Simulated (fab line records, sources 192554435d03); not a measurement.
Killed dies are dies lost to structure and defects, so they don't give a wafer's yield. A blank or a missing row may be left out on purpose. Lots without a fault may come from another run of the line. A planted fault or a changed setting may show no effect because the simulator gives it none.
fab line records | flow n5_finfet
record lots=24 wafers=72 last_day=18
route steps=1938 shown BEOL_M0_SAQP@634 BEOL_M0_CUTY@708
lots that met no fault: from a run of the same line without faults
start_h: hours from the record's first day to the start of the lot's first wafer shown | wait_h: hours since the lot's step before | " the same as in the row above | L1.1+2: a row that stands for several wafers | - no value, or no start given | * or withheld: withheld | < > ~ a bound
route shown NAME@n: a module of which the file shows steps, and the number in the route of the first | usual: mean/standard deviation of fault-free wafers | same: alike in all rows | chamber/n: place in a boat | sites: the reading at each site | _std_site: their standard deviation | _edge_site: outer sites' mean less inner sites' | radius_mm: how far each site lies from the wafer's centre | mask NAME#n: copy n | behind: the tool/chamber that last shaped the wafer | hold: why the lot was held/for how many hours/how that ended | device: the transistor (n, p or np) that didn't switch | end of line: the same wafers' tests at the end of the route | a step without rows: its recipe alone | killed: dies lost to structure and defects at the first sort, not the wafer's yield | map: a wafer's dies, x killed, . not, _ none there
set.NAME: the setting as run; set.NAME@STEP: as run at that earlier step | model.NAME: the simulator's own value behind a step, which no gauge read
steps of the route over a sample of lots; a table a step, a row a wafer
services: from which hour (start_h, from the record's first day; less than 0 if before it) a tool's chamber was out of use, for how many hours, and why
## steps
# step N5_BEOL_M0_SAQP_HM_DEP_02
# recipe material=TiN target_thk_a=120 temp_c=25 chamber_pressure_pa=0.49996
# usual throttle_valve_pct=30.2/1.1
# columns lot.wafer tool chamber start_h wait_h throttle_valve_pct
L074.1 pvd_sputter-02 - 110.85 0.2 28.2
L074.4 " - " " 30.1
L074.6 " - " " 31.9
L075.3 pvd_sputter-01 - 116.72 0.1 29.7
L075.4 " - " " 30.1
L075.5 " - " " 31.8
L076.3 pvd_sputter-03 - 116.74 0.1 28.8
L076.4 " - " " 31.6
L076.6 " - " " 30.4
L077.3 pvd_sputter-01 - 124.63 0.5 30.0
L077.4 " - " " 29.9
L077.6 " - " " 30.1
L078.2 pvd_sputter-03 - 132.43 0.0 28.9
L078.4 " - " " 30.0
L078.6 " - " " 29.9
L079.1 pvd_sputter-03 - 136.29 0.9 30.1
L079.2 " - " " 31.5
L079.4 " - " " 30.3
L080.1 pvd_sputter-03 - 140.41 1.1 28.6
L080.3 " - " " 30.5
L080.6 " - " " 31.2
L081.2 pvd_sputter-02 - 148.01 1.2 30.2
L081.4 " - " " 29.9
L081.6 " - " " 31.8
L083.1 pvd_sputter-01 - 160.52 0.6 29.7
L083.4 " - " " 31.8
L083.5 " - " " 29.8
L082.1 pvd_sputter-01 - 164.56 1.6 30.3
L082.2 " - " " 30.0
L082.6 " - " " 30.3
L084.3 pvd_sputter-02 - 167.97 0.5 29.8
L084.5 " - " " 31.9
L084.6 " - " " 29.7
L085.2 pvd_sputter-02 - 171.12 0.6 31.6
L085.4 " - " " 28.6
L085.5 " - " " 29.9
L086.1 pvd_sputter-02 - 180.39 0.8 29.9
L086.3 " - " " 28.1
L086.5 " - " " 31.8
L087.3 pvd_sputter-03 - 188.34 1.9 30.4
L087.4 " - " " 28.9
L087.6 " - " " 31.3
L089.4 pvd_sputter-03 - 199.93 2.1 30.2
L089.5 " - " " 31.2
L089.6 " - " " 30.4
L088.2 pvd_sputter-01 - 204.17 3.4 31.8
L088.5 " - " " 32.0
L088.6 " - " " 29.6
L090.1 pvd_sputter-03 - 204.84 1.0 30.0
L090.3 " - " " 28.9
L090.5 " - " " 30.5
L091.1 pvd_sputter-03 - 213.88 2.1 30.4
L091.2 " - " " 28.8
L091.3 " - " " 30.2
L092.3 pvd_sputter-02 - 219.84 0.5 30.0
L092.5 " - " " 32.1
L092.6 " - " " 29.6
L093.2 pvd_sputter-02 - 222.71 0.4 30.0
L093.5 " - " " 31.9
L093.6 " - " " 30.2
L094.1 pvd_sputter-02 - 227.89 1.7 29.8
L094.4 " - " " 31.5
L094.6 " - " " 31.6
L095.1 pvd_sputter-03 - 237.53 1.7 30.3
L095.3 " - " " 29.9
L095.4 " - " " 28.5
L096.2 pvd_sputter-02 - 238.99 0.2 28.4
L096.4 " - " " 29.6
L096.6 " - " " 31.6
L097.1 pvd_sputter-02 - 243.91 0.4 30.1
L097.5 " - " " 30.4
L097.6 " - " " 28.0
# step N5_BEOL_M0_SAQP_CD_MEAS_14
# recipe target_cd_nm=42.5 landing_energy_ev=500 detector=se_inlens
# usual cd_nm=42.4/0.37
# columns lot.wafer tool chamber start_h wait_h cd_nm
L074.1 cd_sem-03 0 111.67 - 43.1
L074.4 " 0 " " 42.6
L074.6 " 0 " " 43.1
L075.3 cd_sem-02 0 117.41 - 41.9
L075.4 " 0 " " 42.4
L075.5 " 0 " " 42.5
L076.3 cd_sem-03 0 117.57 - 42.0
L076.4 " 0 " " 42.7
L076.6 " 0 " " 42.2
L077.3 cd_sem-03 0 125.55 - 41.9
L077.4 " 0 " " 41.8
L077.6 " 0 " " 41.9
L078.2 cd_sem-03 0 133.25 - 42.7
L078.4 " 0 " " 42.1
L078.6 " 0 " " 42.5
L079.1 cd_sem-01 0 136.98 - 42.8
L079.2 " 0 " " 42.6
L079.4 " 0 " " 42.1
L080.1 cd_sem-01 0 141.23 - 42.4
L080.3 " 0 " " 42.3
L080.6 " 0 " " 42.3
L081.2 cd_sem-02 0 148.83 - 42.5
L081.4 " 0 " " 42.4
L081.6 " 0 " " 41.7
L083.1 cd_sem-02 0 161.33 - 42.6
L083.4 " 0 " " 42.5
L083.5 " 0 " " 42.8
L082.1 cd_sem-01 0 165.25 - 42.3
L082.2 " 0 " " 42.2
L082.6 " 0 " " 42.3
L084.3 cd_sem-01 0 168.66 - 43.0
L084.5 " 0 " " 42.8
L084.6 " 0 " " 42.8
L085.2 cd_sem-03 0 171.93 - 43.1
L085.4 " 0 " " 42.7
L085.5 " 0 " " 42.6
L086.1 cd_sem-02 0 181.08 - 42.5
L086.3 " 0 " " 42.6
L086.5 " 0 " " 42.5
L087.3 cd_sem-01 0 189.17 - 42.1
L087.4 " 0 " " 42.5
L087.6 " 0 " " 42.5
L089.4 cd_sem-03 0 200.75 - 41.8
L089.5 " 0 " " 42.2
L089.6 " 0 " " 42.0
L088.2 cd_sem-03 0 204.86 - 42.7
L088.5 " 0 " " 42.1
L088.6 " 0 " " 43.3
L090.1 cd_sem-01 0 205.66 - 42.7
L090.3 " 0 " " 42.6
L090.5 " 0 " " 42.4
L091.1 cd_sem-01 0 214.69 - 43.1
L091.2 " 0 " " 42.6
L091.3 " 0 " " 42.5
L092.3 cd_sem-02 0 220.65 - 42.2
L092.5 " 0 " " 41.9
L092.6 " 0 " " 42.4
L093.2 cd_sem-03 0 223.49 - 42.3
L093.5 " 0 " " 42.5
L093.6 " 0 " " 42.4
L094.1 cd_sem-03 0 228.70 - 42.3
L094.4 " 0 " " 42.8
L094.6 " 0 " " 42.9
L095.1 cd_sem-01 0 238.34 - 42.5
L095.3 " 0 " " 42.3
L095.4 " 0 " " 42.6
L096.2 cd_sem-02 0 239.68 - 42.6
L096.4 " 0 " " 42.3
L096.6 " 0 " " 42.2
L097.1 cd_sem-02 0 244.74 - 42.3
L097.5 " 0 " " 41.8
L097.6 " 0 " " 42.2
# step N5_BEOL_M0_SAQP_DESCUM_19
# recipe chemistry=O2 time_s=7.9 source_power_w=50 bias_power_w=20 pressure_mtorr=20 rf_frequency_hz=2.712e+07 temp_c=40 resist=CAR-ArF o2_flow_sccm=225
# usual drypump_motor_current_A=5.9/0.69 oes_product_au=0.79/0.064 rf_vpp_V=243.0/1.2 showerhead_plenum_p_Torr=2.08/0.054 throttle_valve_pct=20.29/0.19
# columns lot.wafer tool chamber start_h wait_h drypump_motor_current_A oes_product_au rf_hours_counter_h rf_vpp_V showerhead_plenum_p_Torr throttle_valve_pct
L074.1 rie_diel-04 2 111.76 0.0 6.5 0.70 248 242.5 2.08 20.65
L074.4 " 1 " " 4.7 0.76 134 243.6 2.19 20.26
L074.6 " 2 " " 6.5 0.70 - 241.9 2.08 20.66
L075.3 rie_diel-03 3 117.61 0.1 6.5 0.74 186 242.9 2.05 20.26
L075.4 " 2 " " 6.6 0.77 156 242.0 2.02 20.55
L075.5 " 2 " " 6.6 0.77 - 243.2 2.02 20.55
L076.3 rie_diel-03 2 117.87 0.2 6.6 0.78 157 243.1 2.02 20.55
L076.4 " 0 " " 6.4 0.84 72 244.6 2.11 20.17
L076.6 " 0 " " 6.4 0.82 - 242.9 2.11 20.17
L077.3 rie_diel-01 3 125.64 0.0 6.4 0.90 25 243.1 2.05 20.34
L077.4 " 0 " " 5.6 0.82 105 244.5 2.12 20.51
L077.6 " 2 " " 5.2 0.74 - 243.7 2.08 19.99
L078.2 rie_diel-03 2 133.34 0.0 6.6 0.77 161 241.6 2.02 20.57
L078.4 " 0 " " 6.4 0.83 76 243.0 2.11 20.18
L078.6 " 3 " " 6.4 0.74 - 242.9 2.05 20.25
L079.1 rie_diel-01 2 137.27 0.2 5.3 0.72 146 243.8 2.08 20.00
L079.2 " 0 " " 5.6 0.81 109 243.5 2.12 20.51
L079.4 " 0 " " 5.6 0.81 - 243.9 2.12 20.51
L080.1 rie_diel-03 3 141.42 0.1 6.4 0.74 193 242.9 2.05 20.26
L080.3 " 2 " " 6.6 0.77 164 241.4 2.02 20.55
L080.6 " 1 " " 5.3 0.87 - 245.3 2.13 19.89
L081.2 rie_diel-01 0 149.19 0.3 5.6 0.81 114 242.7 2.12 20.51
L081.4 " 2 " " 5.2 0.72 150 244.3 2.08 20.01
L081.6 " 3 " " 6.4 0.87 - 243.2 2.05 20.34
L083.1 rie_diel-04 1 161.42 0.0 4.7 0.75 152 243.7 2.18 20.28
L083.4 " 2 " " 6.5 0.93 - 242.6 2.07 20.21
L083.5 " 0 " " 5.4 0.73 - 245.6 2.17 20.35
L082.1 rie_diel-01 2 165.34 0.0 5.2 0.73 155 242.2 2.08 20.02
L082.2 " 3 " " 6.4 0.87 37 242.5 2.05 20.36
L082.6 " 3 " " 6.4 0.88 - 241.7 2.05 20.34
L084.3 rie_diel-01 1 168.75 0.0 4.9 0.71 194 240.9 1.99 20.40
L084.5 " 0 " " 5.6 0.80 - 242.8 2.11 20.53
L084.6 " 1 " " 4.9 0.70 - 240.7 1.99 20.41
L085.2 rie_diel-04 2 172.02 0.0 6.5 0.92 12 241.9 2.07 20.24
L085.4 " 2 " " 6.5 0.91 - 242.3 2.07 20.21
L085.5 " 1 " " 4.7 0.74 - 243.7 2.18 20.29
L086.1 rie_diel-03 3 181.17 0.0 6.4 0.72 204 244.5 2.05 20.29
L086.3 " 0 " " 6.4 0.82 90 243.7 2.11 20.19
L086.5 " 0 " " 6.4 0.81 - 243.9 2.11 20.21
L087.3 rie_diel-03 2 189.56 0.3 6.6 0.75 177 242.2 2.01 20.58
L087.4 " 0 " " 6.4 0.81 92 244.2 2.10 20.21
L087.6 " 3 " " 6.5 0.73 - 244.3 2.05 20.28
L089.4 rie_diel-04 2 200.87 0.1 6.5 0.89 22 242.4 2.07 20.22
L089.5 " 2 " " 6.5 0.89 - 242.8 2.07 20.24
L089.6 " 3 " " 6.7 0.83 - 243.5 2.04 20.33
L088.2 rie_diel-04 3 205.70 0.8 6.7 0.83 69 242.6 2.04 20.34
L088.5 " 3 " " 6.7 0.82 - 242.7 2.04 20.36
L088.6 " 2 " " 6.5 0.88 - 243.1 2.07 20.22
L090.1 rie_diel-04 2 206.85 1.1 6.5 0.88 24 242.5 2.07 20.26
L090.3 " 0 " " 5.3 0.72 196 244.1 2.17 20.36
L090.5 " 2 " " 6.5 0.87 - 242.3 2.07 20.23
L091.1 rie_diel-03 3 215.02 0.3 6.4 0.73 212 243.2 2.04 20.29
L091.2 " 2 " " 6.6 0.76 182 240.8 2.01 20.58
L091.3 " 0 " " 6.4 0.80 98 245.4 2.10 20.22
L092.3 rie_diel-03 0 220.74 0.0 6.4 0.81 100 242.3 2.10 20.22
L092.5 " 0 " " 6.4 0.80 - 244.0 2.10 20.20
L092.6 " 3 " " 6.5 0.72 - 243.3 2.04 20.28
L093.2 rie_diel-01 3 223.99 0.4 6.4 0.85 52 241.6 2.05 20.38
L093.5 " 2 " " 5.2 0.71 - 243.3 2.07 20.06
L093.6 " 1 " " 4.9 0.70 - 240.4 1.98 20.43
L094.1 rie_diel-01 2 228.84 0.1 5.2 0.71 177 243.9 2.07 20.04
L094.4 " 0 " " 5.6 0.79 133 243.1 2.11 20.56
L094.6 " 2 " " 5.2 0.72 - 242.4 2.07 20.03
L095.1 rie_diel-01 0 238.69 0.3 5.6 0.79 137 243.4 2.11 20.56
L095.3 " 1 " " 4.9 0.69 213 241.2 1.98 20.40
L095.4 " 3 " " 6.4 0.84 54 242.6 2.04 20.38
L096.2 rie_diel-01 0 239.76 0.0 5.6 0.79 137 244.8 2.11 20.56
L096.4 " 2 " " 5.2 0.70 180 244.1 2.07 20.04
L096.6 " 0 " " 5.6 0.79 - 243.6 2.11 20.55
L097.1 rie_diel-03 2 245.17 0.4 6.7 0.75 191 242.1 2.01 20.61
L097.5 " 3 " " 6.5 0.72 - 244.0 2.04 20.29
L097.6 " 2 " " 6.6 0.75 - 242.2 2.01 20.60
# step N5_BEOL_M0_SAQP_STRIP_86
# recipe chemistry=N2/H2 power_w=500 temp_c=40 pressure_mtorr=50 rf_frequency_hz=6e+07 overash_fraction=0.3 bias_power_w=28 h2_frac=0.5 n2_flow_sccm=300 h2_flow_sccm=300
# usual drypump_motor_current_A=5.7/0.75 n2_flow_sccm=300.1/0.91 oes_product_au=0.79/0.073 rf_vpp_V=121.6/1.4 showerhead_plenum_p_Torr=3.35/0.11 throttle_valve_pct=18.8/0.33
# columns lot.wafer tool chamber start_h wait_h drypump_motor_current_A n2_flow_sccm oes_product_au rf_hours_counter_h rf_vpp_V showerhead_plenum_p_Torr throttle_valve_pct
L074.1 rie_diel-01 0 112.14 0.1 5.6 300.3 0.82 100 121.8 3.39 18.5
L074.4 " 2 " " 5.2 299.6 0.75 138 123.8 3.37 18.7
L074.6 " 0 " " 5.6 299.7 0.82 - 121.0 3.39 18.5
L075.3 rie_diel-04 3 118.12 0.2 6.7 299.5 0.87 41 122.2 3.28 19.0
L075.4 " 1 " " 4.7 298.7 0.77 136 121.6 3.52 19.0
L075.5 " 3 " " 6.8 299.6 0.88 - 121.1 3.28 19.0
L076.3 rie_diel-04 3 118.25 0.1 6.8 300.5 0.87 41 120.8 3.28 19.0
L076.4 " 3 " " 6.8 297.8 0.88 - 118.7 3.28 19.0
L076.6 " 1 " " 4.7 300.2 0.77 - 121.6 3.52 19.0
L077.3 rie_diel-01 2 126.01 0.1 5.2 299.7 0.73 142 122.7 3.36 18.7
L077.4 " 3 " " 6.4 301.3 0.89 26 119.9 3.30 18.8
L077.6 " 2 " " 5.2 301.4 0.74 - 119.8 3.37 18.7
L078.2 rie_diel-04 0 133.79 0.1 5.4 299.0 0.71 177 121.7 3.49 18.7
L078.4 " 0 " " 5.4 300.1 0.73 - 122.8 3.49 18.7
L078.6 " 1 " " 4.7 302.7 0.75 - 120.7 3.52 19.0
L079.1 rie_diel-01 3 137.65 0.1 6.4 299.9 0.89 30 120.7 3.30 18.8
L079.2 " 0 " " 5.6 300.5 0.81 109 120.4 3.38 18.5
L079.4 " 0 " " 5.6 300.1 0.82 - 122.0 3.38 18.5
L080.1 rie_diel-04 2 141.79 0.1 6.5 301.6 0.97 0 123.0 3.29 18.1
L080.3 " 1 " " 4.7 300.7 0.75 145 121.7 3.52 18.9
L080.6 " 2 " " 6.5 302.2 0.97 - 120.2 3.29 18.1
L081.2 rie_diel-04 0 149.66 0.2 5.4 299.4 0.74 183 120.2 3.49 18.7
L081.4 " 1 " " 4.7 300.6 0.75 148 123.1 3.51 19.0
L081.6 " 2 " " 6.5 299.2 0.95 - 124.1 3.28 18.1
L083.1 rie_diel-04 2 161.79 0.1 6.5 300.1 0.93 7 122.5 3.28 18.2
L083.4 " 2 " " 6.5 300.7 0.93 - 121.3 3.28 18.2
L083.5 " 1 " " 4.7 299.8 0.75 - 121.3 3.51 19.0
L082.1 rie_diel-01 0 165.82 0.2 5.6 298.5 0.80 119 120.6 3.38 18.6
L082.2 " 3 " " 6.4 299.3 0.88 37 120.6 3.29 18.9
L082.6 " 3 " " 6.5 300.2 0.88 - 121.0 3.29 18.9
L084.3 rie_diel-04 2 169.13 0.1 6.5 299.8 0.92 11 120.1 3.28 18.2
L084.5 " 2 " " 6.5 300.9 0.92 - 122.6 3.28 18.2
L084.6 " 1 " " 4.7 300.8 0.74 - 120.7 3.51 19.0
L085.2 rie_diel-04 1 172.39 0.1 4.7 300.6 0.75 157 122.4 3.51 19.0
L085.4 " 2 " " 6.5 299.5 0.93 - 120.9 3.28 18.2
L085.5 " 3 " " 6.8 301.3 0.85 - 119.3 3.27 19.0
L086.1 rie_diel-01 0 181.54 0.1 5.6 300.8 0.81 123 122.7 3.38 18.6
L086.3 " 2 " " 5.2 300.6 0.73 161 121.4 3.35 18.8
L086.5 " 3 " " 6.5 300.4 0.86 - 121.3 3.29 18.8
L087.3 rie_diel-01 3 190.12 0.3 6.5 302.0 0.87 44 121.0 3.29 18.8
L087.4 " 2 " " 5.2 299.5 0.71 163 120.5 3.35 18.8
L087.6 " 0 " " 5.6 299.5 0.80 - 122.9 3.37 18.6
L089.4 rie_diel-04 2 201.24 0.1 6.5 300.0 0.89 22 119.8 3.27 18.1
L089.5 " 0 " " 5.4 300.7 0.72 - 121.3 3.48 18.8
L089.6 " 3 " " 6.7 300.1 0.84 - 121.2 3.27 19.1
L088.2 rie_diel-04 1 206.22 0.2 4.7 299.4 0.72 166 122.6 3.50 19.0
L088.5 " 1 " " 4.7 300.0 0.73 - 124.4 3.50 19.0
L088.6 " 0 " " 5.4 300.5 0.72 - 122.8 3.48 18.8
L090.1 rie_diel-04 3 207.22 0.1 6.8 299.9 0.83 70 122.2 3.27 19.1
L090.3 " 1 " " 4.7 301.9 0.73 167 122.5 3.50 19.0
L090.5 " 1 " " 4.7 300.9 0.73 - 122.7 3.50 19.0
L091.1 rie_diel-01 2 215.58 0.2 5.2 301.3 0.71 173 123.0 3.35 18.8
L091.2 " 3 " " 6.4 299.0 0.86 48 122.0 3.29 18.8
L091.3 " 0 " " 5.6 299.2 0.79 129 122.9 3.37 18.6
L092.3 rie_diel-01 2 221.12 0.1 5.3 297.9 0.71 175 121.0 3.35 18.8
L092.5 " 0 " " 5.6 300.1 0.79 - 119.9 3.37 18.6
L092.6 " 1 " " 4.9 299.8 0.69 - 121.3 3.18 19.3
L093.2 rie_diel-03 1 224.36 0.1 5.3 299.7 0.81 56 120.3 3.40 18.2
L093.5 " 1 " " 5.3 298.9 0.82 - 123.1 3.40 18.2
L093.6 " 2 " " 6.6 301.4 0.75 - 122.4 3.20 19.2
L094.1 rie_diel-03 1 229.21 0.1 5.3 301.2 0.83 57 121.1 3.40 18.2
L094.4 " 3 " " 6.5 299.9 0.72 216 122.2 3.33 19.3
L094.6 " 2 " " 6.7 299.7 0.74 - 120.6 3.20 19.2
L095.1 rie_diel-01 2 239.06 0.1 5.2 300.6 0.71 180 122.6 3.34 18.8
L095.3 " 0 " " 5.6 299.6 0.80 137 123.0 3.37 18.6
L095.4 " 1 " " 4.9 302.4 0.70 213 120.6 3.18 19.3
L096.2 rie_diel-04 1 240.14 0.1 4.7 300.8 0.72 175 122.8 3.50 19.0
L096.4 " 3 " " 6.8 299.9 0.82 78 120.2 3.26 19.1
L096.6 " 2 " " 6.5 299.8 0.86 - 121.7 3.27 18.2
L097.1 rie_diel-01 1 245.70 0.2 4.9 300.0 0.69 215 118.6 3.18 19.3
L097.5 " 2 " " 5.3 299.9 0.72 - 121.7 3.34 18.8
L097.6 " 1 " " 4.9 299.1 0.70 - 123.2 3.18 19.3
# step N5_BEOL_M0_SAQP_SPACER2_ETCHBACK_27
# recipe chemistry=CHF3/O2 mode=anisotropic_etchback target=SiO2 target_depth_a=225 time_s=11.25 pressure_mtorr=30 source_w=650 bias_w=170 Ar_flow_sccm=200 CHF3_flow_sccm=50 O2_flow_sccm=5 ion_energy_ev=200
# usual bias_w=169.9/0.47 drypump_motor_current_A=5.8/0.72 oes_product_au=0.77/0.062 rf_vpp_V=525/12 showerhead_plenum_p_Torr=2.40/0.065 throttle_valve_pct=18.78/0.16
# columns lot.wafer tool chamber start_h wait_h bias_w drypump_motor_current_A oes_product_au rf_hours_counter_h rf_vpp_V showerhead_plenum_p_Torr throttle_valve_pct
L074.1 rie_diel-04 0 114.93 0.3 170.6 5.4 0.73 170 537 2.48 18.69
L074.4 " 3 " " 169.6 6.8 0.87 40 540 2.35 18.70
L074.6 " 2 " " 169.5 6.5 0.69 - 537 2.37 18.96
L075.3 rie_diel-04 0 121.37 0.3 169.7 5.4 0.72 172 538 2.48 18.70
L075.4 " 1 " " 170.0 4.7 0.76 - 532 2.51 18.71
L075.5 " 0 " " 169.7 5.4 0.73 - 538 2.48 18.71
L076.3 rie_diel-01 0 121.87 0.3 170.2 5.6 0.81 104 523 2.44 18.97
L076.4 " 3 " " 170.2 6.4 0.89 24 513 2.37 18.80
L076.6 " 3 " " 170.1 6.4 0.90 - 514 2.37 18.81
L077.3 rie_diel-01 0 128.96 0.3 169.6 5.6 0.82 106 524 2.44 18.96
L077.4 " 3 " " 170.2 6.4 0.89 27 514 2.37 18.81
L077.6 " 3 " " 169.0 6.4 0.89 - 512 2.37 18.81
L078.2 rie_diel-04 0 136.61 0.3 169.4 5.3 0.73 178 538 2.48 18.71
L078.4 " 1 " " 170.2 4.7 0.75 - 530 2.51 18.72
L078.6 " 3 " " 169.6 6.7 0.85 - 540 2.35 18.71
L079.1 rie_diel-04 0 140.39 0.3 170.1 5.4 0.73 179 539 2.48 18.72
L079.2 " 3 " " 169.7 6.8 0.85 50 539 2.35 18.72
L079.4 " 2 " " 169.6 6.5 0.96 0 537 2.37 18.52
L080.1 rie_diel-03 1 145.13 0.6 169.2 5.3 0.86 35 517 2.46 18.40
L080.3 " 2 " " 169.9 6.6 0.75 165 499 2.30 18.94
L080.6 " 2 " " 168.9 6.6 0.76 - 500 2.31 18.93
L081.2 rie_diel-03 0 152.57 0.3 169.2 6.4 0.80 82 523 2.41 18.60
L081.4 " 2 " " 170.7 6.6 0.76 167 499 2.30 18.94
L081.6 " 3 " " 169.6 6.5 0.73 - 506 2.37 18.85
L083.1 rie_diel-03 3 164.78 0.3 170.4 6.4 0.73 199 509 2.37 18.83
L083.4 " 1 " " 170.2 5.3 0.86 39 515 2.45 18.41
L083.5 " 0 " " 170.8 6.4 0.79 - 521 2.41 18.59
L082.1 rie_diel-03 2 168.74 0.3 169.5 6.6 0.76 170 500 2.30 18.94
L082.2 " 1 " " 169.9 5.3 0.85 41 515 2.45 18.42
L082.6 " 2 " " 169.4 6.7 0.76 - 500 2.30 18.94
L084.3 rie_diel-01 2 171.97 0.3 169.2 5.2 0.72 157 531 2.42 18.65
L084.5 " 0 " " 169.4 5.6 0.80 - 523 2.43 19.01
L084.6 " 3 " " 169.5 6.4 0.86 - 512 2.37 18.83
L085.2 rie_diel-01 0 176.71 0.3 169.2 5.6 0.80 122 522 2.43 19.00
L085.4 " 3 " " 169.7 6.4 0.86 40 512 2.37 18.83
L085.5 " 0 " " 170.3 5.6 0.80 - 525 2.43 19.01
L086.1 rie_diel-01 1 184.29 0.3 170.2 4.9 0.70 198 529 2.30 18.94
L086.3 " 3 " " 170.9 6.4 0.86 42 511 2.37 18.82
L086.5 " 3 " " 171.0 6.4 0.86 - 511 2.37 18.84
L087.3 rie_diel-03 1 192.89 0.3 170.2 5.3 0.85 48 516 2.45 18.44
L087.4 " 0 " " 169.9 6.4 0.79 93 522 2.41 18.62
L087.6 " 2 " " 170.5 6.6 0.75 - 499 2.30 18.96
L089.4 rie_diel-04 3 204.30 0.5 170.9 6.8 0.82 68 539 2.34 18.75
L089.5 " 0 " " 169.5 5.4 0.71 - 538 2.47 18.74
L089.6 " 1 " " 170.7 4.7 0.74 - 531 2.50 18.74
L088.2 rie_diel-01 0 210.04 0.3 169.7 5.6 0.80 128 524 2.43 19.01
L088.5 " 2 " " 169.7 5.2 0.71 - 532 2.41 18.67
L088.6 " 1 " " 169.6 4.8 0.70 - 528 2.30 18.95
L090.1 rie_diel-01 0 212.08 0.3 170.5 5.6 0.79 128 524 2.43 19.00
L090.3 " 1 " " 170.7 4.9 0.69 205 531 2.29 18.96
L090.5 " 0 " " 170.9 5.6 0.80 - 525 2.43 19.00
L091.1 rie_diel-01 3 219.30 0.3 170.1 6.4 0.85 49 513 2.36 18.85
L091.2 " 2 " " 169.9 5.2 0.71 174 532 2.41 18.69
L091.3 " 0 " " 169.7 5.6 0.78 130 524 2.43 19.01
L092.3 rie_diel-03 2 224.17 0.3 170.5 6.6 0.75 185 499 2.30 18.96
L092.5 " 3 " " 170.3 6.4 0.71 - 509 2.36 18.87
L092.6 " 2 " " 170.1 6.6 0.75 - 501 2.30 18.98
L093.2 rie_diel-04 1 228.73 0.4 169.8 4.7 0.73 172 531 2.50 18.77
L093.5 " 0 " " 170.0 5.4 0.71 - 538 2.47 18.74
L093.6 " 3 " " 169.0 6.7 0.82 - 540 2.34 18.75
L094.1 rie_diel-04 1 234.17 0.3 170.4 4.7 0.73 174 530 2.49 18.75
L094.4 " 0 " " 169.7 5.3 0.72 203 538 2.47 18.75
L094.6 " 1 " " 170.5 4.7 0.74 - 533 2.50 18.76
L095.1 rie_diel-04 2 242.19 0.4 169.6 6.4 0.85 33 536 2.35 18.57
L095.3 " 1 " " 169.5 4.7 0.72 175 532 2.49 18.77
L095.4 " 0 " " 169.5 5.4 0.70 206 539 2.47 18.77
L096.2 rie_diel-04 3 243.22 0.3 170.9 6.7 0.82 80 540 2.34 18.76
L096.4 " 0 " " 170.0 5.3 0.71 206 538 2.47 18.77
L096.6 " 1 " " 169.8 4.7 0.73 - 532 2.49 18.77
L097.1 rie_diel-01 0 249.15 0.4 169.6 5.6 0.79 140 524 2.43 19.03
L097.5 " 1 " " 169.7 4.8 0.69 - 529 2.29 18.96
L097.6 " 0 " " 169.2 5.6 0.79 - 525 2.43 19.05
# step N5_BEOL_M0_CUTY_CD_MEAS_57
# recipe target_cd_nm=200 landing_energy_ev=500 detector=se_inlens polarity=line
# usual cd_nm=200.1/1.1
# columns lot.wafer tool chamber start_h wait_h cd_nm
L074.1 cd_sem-03 0 116.86 - 200.6
L074.4 " 0 " " 200.8
L074.6 " 0 " " 201.3
L075.3 cd_sem-02 0 123.84 - 199.4
L075.4 " 0 " " 200.2
L075.5 " 0 " " 198.8
L076.3 cd_sem-01 0 124.47 - 199.2
L076.4 " 0 " " 199.7
L076.6 " 0 " " 199.0
L077.3 cd_sem-03 0 131.83 - 200.4
L077.4 " 0 " " 201.0
L077.6 " 0 " " 201.5
L078.2 cd_sem-01 0 138.96 - 200.1
L078.4 " 0 " " 199.4
L078.6 " 0 " " 200.8
L079.1 cd_sem-03 0 142.46 - 198.8
L079.2 " 0 " " 199.2
L079.4 " 0 " " 199.9
L080.1 cd_sem-01 0 147.20 - 199.1
L080.3 " 0 " " 199.7
L080.6 " 0 " " 198.5
L081.2 cd_sem-01 0 154.50 - 200.4
L081.4 " 0 " " 200.7
L081.6 " 0 " " 201.0
L083.1 cd_sem-03 0 166.89 - 198.7
L083.4 " 0 " " 200.4
L083.5 " 0 " " 199.8
L082.1 cd_sem-03 0 170.82 - 201.0
L082.2 " 0 " " 201.3
L082.6 " 0 " " 201.6
L084.3 cd_sem-02 0 175.14 - 201.2
L084.5 " 0 " " 201.1
L084.6 " 0 " " 200.3
L085.2 cd_sem-02 0 178.77 - 199.2
L085.4 " 0 " " 199.5
L085.5 " 0 " " 199.5
L086.1 cd_sem-01 0 186.45 - 199.8
L086.3 " 0 " " 200.9
L086.5 " 0 " " 199.9
L087.3 cd_sem-02 0 194.82 - 201.3
L087.4 " 0 " " 201.7
L087.6 " 0 " " 201.6
L089.4 cd_sem-01 0 207.23 - 197.9
L089.5 " 0 " " 197.5
L089.6 " 0 " " 198.7
L088.2 cd_sem-02 0 212.26 - 200.8
L088.5 " 0 " " 201.1
L088.6 " 0 " " 202.5
L090.1 cd_sem-01 0 214.01 - 201.2
L090.3 " 0 " " 201.7
L090.5 " 0 " " 201.3
L091.1 cd_sem-02 0 221.51 - 200.3
L091.2 " 0 " " 199.1
L091.3 " 0 " " 198.6
L092.3 cd_sem-02 0 226.49 - 200.5
L092.5 " 0 " " 200.1
L092.6 " 0 " " 200.2
L093.2 cd_sem-03 0 230.66 - 200.7
L093.5 " 0 " " 200.7
L093.6 " 0 " " 201.2
L094.1 cd_sem-01 0 236.23 - 201.8
L094.4 " 0 " " 200.9
L094.6 " 0 " " 201.1
L095.1 cd_sem-03 0 244.60 - 197.0
L095.3 " 0 " " 197.8
L095.4 " 0 " " 198.1
L096.2 cd_sem-02 0 245.43 - 199.9
L096.4 " 0 " " 199.0
L096.6 " 0 " " 199.2
L097.1 cd_sem-03 0 251.08 - 200.2
L097.5 " 0 " " 200.5
L097.6 " 0 " " 199.5
## services
# columns tool chamber start_h hours kind
pvd_sputter-02 - 88.77 4.4 repair
pvd_sputter-02 - 115.86 8.0 repair
rie_diel-04 2 118.16 - clean
rie_diel-04 2 118.16 - consumable_replace:focus_ring
rie_diel-04 2 118.16 20.2 scheduled_down
rie_diel-04 2 118.16 20.2 vent_cycle
rie_diel-01 1 136.98 6.2 repair
rie_diel-04 3 157.82 7.7 repair
rie_diel-01 3 159.74 5.1 repair
rie_diel-04 0 164.51 10.8 repair
rie_diel-01 0 192.03 15.2 repair
pvd_sputter-02 - 197.53 7.5 repair
rie_diel-01 3 199.51 13.7 repair
rie_diel-01 1 203.97 4.9 repair
rie_diel-01 3 233.71 4.6 repair
rie_diel-03 - 247.81 0.9 repair
## key
fault none
